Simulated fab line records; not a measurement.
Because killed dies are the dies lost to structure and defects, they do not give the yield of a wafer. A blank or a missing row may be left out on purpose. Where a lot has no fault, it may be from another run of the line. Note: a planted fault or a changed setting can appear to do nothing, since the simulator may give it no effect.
Comparing a struck lot with a sound one | flow nand_harc | 14 out of 1159 route steps
Sound: the wafers L769.2, L769.4, L769.5. Struck: wafers L776.1, L776.2, L776.3. At the end, the cause is stated.
Each step with rows lists, per side, the tool, then ch with its chambers, then its first start. Under that, the readings that differ: sound wafers | struck wafers | difference of the means | sigmas: that difference in standard deviations of wafers without a fault.
alike: readings whose means differ by less than 2 such deviations, and words and numbers that are the same on both sides. not compared: withheld readings, readings that some wafer has no value for, bounds like >300 that may hide the same value, and numbers for which the record gives no deviation and whose values overlap.
Wherever a step has rows on one side only, a row that says differs or no value, or a row with sigmas, the two part there. Numbers that don't overlap but have no deviation are shown without sigmas and don't part them. Lack of a reading on every wafer of one side parts them only where that side has two or more wafers.

first, 1 step without rows for these wafers: NHARC_A_ONON_D1_DEP_19 (target thk 1000 nm).
NHARC_A_ONON_D1_THK_MEAS_21: measures by ellipsometry.
  sound: film_metro-01 at day 8 13:51; struck: film_metro-02 at day 9 17:29
  alike: thk_nm
after that, 1 step with no rows for these wafers: NHARC_A_ONON_D1_DEP_22 (target thk 1000 nm).
NHARC_A_ONON_D1_THK_MEAS_24: measures by ellipsometry.
  sound: film_metro-01 at day 8 14:25; struck: film_metro-01 at day 9 18:04
  alike: thk_nm
after that, 1 step with no rows for these wafers: NHARC_A_ONON_D1_DEP_25 (target thk 1000 nm).
NHARC_A_ONON_D1_THK_MEAS_27: measures by ellipsometry.
  sound: film_metro-01 at day 8 15:02; struck: film_metro-02 at day 9 18:38
  alike: thk_nm
after that, 1 step with no rows for these wafers: NHARC_A_ONON_D1_DEP_28 (target thk 1000 nm).
NHARC_A_ONON_D1_THK_MEAS_30: measures by ellipsometry.
  sound: film_metro-01 at day 8 15:37; struck: film_metro-02 at day 9 19:12
  reading     | sound          | struck      | difference | sigmas
  thk_nm (nm) | 1006 1010 1007 | 984 983 983 | -24        | -3
NHARC_A_ONON_D1_DEP_33: deposits SiO2, target thk 200 nm.
  sound on pecvd-03 ch 1,2, day 8 15:43; struck on pecvd-02 ch 0,1,2, day 9 19:16
  alike: heater_power_outer_w, heater_power_w, throttle_valve_pct
NHARC_A_ONON_D1_THK_MEAS_34: measures by ellipsometry.
  sound: film_metro-01 at day 8 16:05; struck: film_metro-01 at day 9 19:41
  alike: thk_nm
NHARC_A_ONON_D1_INSPECT_32:
  sound: defect_inspect-01 at day 8 16:08; struck: defect_inspect-02 at day 9 19:46
  alike: raw_defect_count
NHARC_A_CHANNEL_HOLE_D1_DEP_00: deposits aC, target thk 3100 nm.
  sound on acl_dep-03 ch 0, day 8 16:56; struck on acl_dep-03 ch 0, day 9 23:37
  alike: throttle_valve_pct
NHARC_A_CHANNEL_HOLE_D1_DEP_01: deposits SiON, target thk 140 nm.
  sound on pecvd-01 ch 0,2, day 8 18:35; struck on pecvd-04 ch 0,1,2, day 10 01:33
  alike: heater_power_outer_w, heater_power_w
-- break in the record here, with 11 days between the starts of the struck wafers on either side (left off in module A_CHANNEL_HOLE_D1, picked up again in module END, where the first step shown is number 1159 on the route) --
NHARC_END_SORT_01:
  at this point the record logs the struck wafers (prober-01 ch 0, day 20 15:12) and has no rows for the sound ones

== WHERE THEY PART ==
Last at NHARC_END_SORT_01 as far as this record goes, first at NHARC_A_ONON_D1_THK_MEAS_30.

WHY: whatever the simulator had introduced
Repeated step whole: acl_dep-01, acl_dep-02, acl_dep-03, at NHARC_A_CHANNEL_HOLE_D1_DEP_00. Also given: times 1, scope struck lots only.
